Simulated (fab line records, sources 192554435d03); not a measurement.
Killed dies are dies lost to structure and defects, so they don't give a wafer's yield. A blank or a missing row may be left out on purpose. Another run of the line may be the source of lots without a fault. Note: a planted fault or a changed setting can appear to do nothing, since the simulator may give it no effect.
Matching of chambers :: flow n5-finfet :: 4 sister chambers for N5_BEOL_M4_ETCH_70 on rie-diel-01
The step etches SOC in N2/H2, target depth 80 nm, overetch 24 nm, time 130 s. 18 wafers are shown with their chamber, then 9 later ones without.

## WAFERS WITH THEIR CHAMBER
wafer: L076.1
chamber: 2
drypump-motor-current-A (A): 5.5
showerhead-plenum-p-Torr (Torr): 2.53
throttle-valve-pct (%): 17.70

wafer: L076.2
chamber: 0
drypump-motor-current-A (A): 5.4
showerhead-plenum-p-Torr (Torr): 2.61
throttle-valve-pct (%): 17.99

wafer: L076.4
chamber: 1
drypump-motor-current-A (A): 4.9
showerhead-plenum-p-Torr (Torr): 2.49
throttle-valve-pct (%): 17.49

wafer: L077.1
chamber: 1
drypump-motor-current-A (A): 4.9
showerhead-plenum-p-Torr (Torr): 2.49
throttle-valve-pct (%): 17.51

wafer: L077.5
chamber: 1
drypump-motor-current-A (A): 4.8
showerhead-plenum-p-Torr (Torr): 2.49
throttle-valve-pct (%): 17.50

wafer: L077.6
chamber: 2
drypump-motor-current-A (A): 5.5
showerhead-plenum-p-Torr (Torr): 2.53
throttle-valve-pct (%): 17.71

wafer: L079.1
chamber: 2
drypump-motor-current-A (A): 5.5
showerhead-plenum-p-Torr (Torr): 2.53
throttle-valve-pct (%): 17.72

wafer: L079.2
chamber: 0
drypump-motor-current-A (A): 5.3
showerhead-plenum-p-Torr (Torr): 2.61
throttle-valve-pct (%): 17.97

wafer: L079.3
chamber: 3
drypump-motor-current-A (A): 5.8
showerhead-plenum-p-Torr (Torr): 2.60
throttle-valve-pct (%): 17.66

wafer: L082.2
chamber: 1
drypump-motor-current-A (A): 4.8
showerhead-plenum-p-Torr (Torr): 2.49
throttle-valve-pct (%): 17.53

wafer: L082.5
chamber: 0
drypump-motor-current-A (A): 5.4
showerhead-plenum-p-Torr (Torr): 2.61
throttle-valve-pct (%): 17.99

wafer: L082.6
chamber: 3
drypump-motor-current-A (A): 5.8
showerhead-plenum-p-Torr (Torr): 2.60
throttle-valve-pct (%): 17.67

wafer: L086.2
chamber: 2
drypump-motor-current-A (A): 5.5
showerhead-plenum-p-Torr (Torr): 2.52
throttle-valve-pct (%): 17.74

wafer: L086.5
chamber: 1
drypump-motor-current-A (A): 4.9
showerhead-plenum-p-Torr (Torr): 2.48
throttle-valve-pct (%): 17.53

wafer: L086.6
chamber: 2
drypump-motor-current-A (A): 5.5
showerhead-plenum-p-Torr (Torr): 2.52
throttle-valve-pct (%): 17.74

wafer: L089.1
chamber: 0
drypump-motor-current-A (A): 5.4
showerhead-plenum-p-Torr (Torr): 2.60
throttle-valve-pct (%): 18.01

wafer: L089.3
chamber: 2
drypump-motor-current-A (A): 5.5
showerhead-plenum-p-Torr (Torr): 2.52
throttle-valve-pct (%): 17.75

wafer: L089.6
chamber: 3
drypump-motor-current-A (A): 5.8
showerhead-plenum-p-Torr (Torr): 2.59
throttle-valve-pct (%): 17.71

SIGNATURES (means of the wafers above)
reading: drypump-motor-current-A
chamber 0: 5.375
chamber 1: 4.860
chamber 2: 5.500
chamber 3: 5.800
scatter within a chamber: 0.0373

reading: showerhead-plenum-p-Torr
chamber 0: 2.6075
chamber 1: 2.4880
chamber 2: 2.5250
chamber 3: 2.5967
scatter within a chamber: 0.00515

reading: throttle-valve-pct
chamber 0: 17.9900
chamber 1: 17.5120
chamber 2: 17.7267
chamber 3: 17.6800
scatter within a chamber: 0.0197
Rule: for a wafer and a chamber, the distance is found by dividing, reading by reading, the gap between the wafer's reading and the chamber's mean by the reading's scatter, squaring, summing and taking the root. If the next closest chamber is less than 2 further off than the closest, the wafer can't be placed; otherwise it belongs to the closest. The scatter is the square root of a quotient: the sum, over the shown wafers, of each reading's squared deviation from its chamber's mean, divided by wafers minus chambers.

## WAFERS WITH NO CHAMBER GIVEN
wafer: L093.1
drypump-motor-current-A (A): 5.4
showerhead-plenum-p-Torr (Torr): 2.60
throttle-valve-pct (%): 18.04

wafer: L093.2
drypump-motor-current-A (A): 5.8
showerhead-plenum-p-Torr (Torr): 2.59
throttle-valve-pct (%): 17.71

wafer: L093.4
drypump-motor-current-A (A): 4.9
showerhead-plenum-p-Torr (Torr): 2.48
throttle-valve-pct (%): 17.54

wafer: L094.2
drypump-motor-current-A (A): 4.8
showerhead-plenum-p-Torr (Torr): 2.48
throttle-valve-pct (%): 17.56

wafer: L094.4
drypump-motor-current-A (A): 5.5
showerhead-plenum-p-Torr (Torr): 2.52
throttle-valve-pct (%): 17.75

wafer: L094.6
drypump-motor-current-A (A): 5.5
showerhead-plenum-p-Torr (Torr): 2.51
throttle-valve-pct (%): 17.78

wafer: L096.2
drypump-motor-current-A (A): 5.8
showerhead-plenum-p-Torr (Torr): 2.58
throttle-valve-pct (%): 17.72

wafer: L096.4
drypump-motor-current-A (A): 5.4
showerhead-plenum-p-Torr (Torr): 2.60
throttle-valve-pct (%): 18.06

wafer: L096.6
drypump-motor-current-A (A): 5.5
showerhead-plenum-p-Torr (Torr): 2.51
throttle-valve-pct (%): 17.75

## EACH ONE'S CHAMBER
wafer: L093.1
from the rows above: 0
in truth: 0

wafer: L093.2
from the rows above: 3
in truth: 3

wafer: L093.4
from the rows above: 1
in truth: 1

wafer: L094.2
from the rows above: 1
in truth: 1

wafer: L094.4
from the rows above: 2
in truth: 2

wafer: L094.6
from the rows above: 2
in truth: 2

wafer: L096.2
from the rows above: 3
in truth: 3

wafer: L096.4
from the rows above: 0
in truth: 0

wafer: L096.6
from the rows above: 2
in truth: 2
Correctly placed: 9 of 9. Can't be placed from these rows: 0. Placed wrongly: 0.
